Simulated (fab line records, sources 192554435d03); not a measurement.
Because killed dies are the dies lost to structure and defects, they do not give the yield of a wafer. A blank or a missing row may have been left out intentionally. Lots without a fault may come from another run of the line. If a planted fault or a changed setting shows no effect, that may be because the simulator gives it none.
Matching of chambers ; flow n5_finfet ; N5_BEOL_M1_PECVD_72 on pecvd-02 has 3 sister chambers
The step deposits SiO2 from TEOS/O2, target thk 16 nm, time 18 s. 16 wafers are shown with their chamber, then 8 later ones without.

WAFERS WITH THEIR CHAMBER
wafer;chamber;throttle_valve_pct (%);heater_power_w (W);showerhead_plenum_p_Torr (Torr)
L076.1;2;21.1;867;8.82
L076.3;1;21.8;678;8.78
L076.6;2;21.5;893;8.81
L081.1;0;22.4;806;8.78
L081.2;2;21.4;865;8.82
L081.3;1;21.6;696;8.78
L081.4;1;21.4;665;8.77
L081.5;2;21.2;910;8.84
L081.6;0;22.3;812;8.79
L082.2;1;22.0;669;8.79
L082.4;2;21.3;804;8.83
L082.5;1;21.7;689;8.78
L085.1;1;21.8;695;8.78
L085.4;1;22.1;710;8.80
L085.5;2;21.4;739;8.81
L090.4;1;21.9;710;8.81

SIGNATURES, as means of the wafers listed above
reading;chamber 0;chamber 1;chamber 2;scatter within a chamber
throttle_valve_pct;22.350;21.788;21.317;0.189
heater_power_w;809.00;689.00;846.33;41.5
showerhead_plenum_p_Torr;8.7850;8.7862;8.8217;0.0122
Rule: for each reading, subtract the chamber's mean from the wafer's reading, divide by that reading's scatter and square the result; add these up over the readings and take the root, which gives the wafer's distance from the chamber. The wafer belongs to the nearest chamber; if the next one is less than 2 further off, it can't be placed. How the scatter is found: for the shown wafers, subtract from each reading the mean of its chamber, square and add these, divide the total by (wafers less chambers), then take the root.

WAFERS WHOSE CHAMBER IS MISSING
wafer;throttle_valve_pct (%);heater_power_w (W);showerhead_plenum_p_Torr (Torr)
L090.5;21.7;876;8.84
L090.6;22.5;779;8.77
L091.1;22.1;637;8.77
L091.2;21.6;894;8.81
L091.4;21.5;898;8.82
L096.1;21.9;678;8.78
L096.5;21.6;931;8.81
L096.6;21.8;704;8.79

CHAMBER TAKEN BY EACH
wafer;from the rows above;in truth
L090.5;2;2
L090.6;0;0
L091.1;1;1
L091.2;2;2
L091.4;2;2
L096.1;1;1
L096.5;2;2
L096.6;1;1
Placed correctly: 8 of 8. From these rows, 0 cannot be placed. 0 placed wrongly.
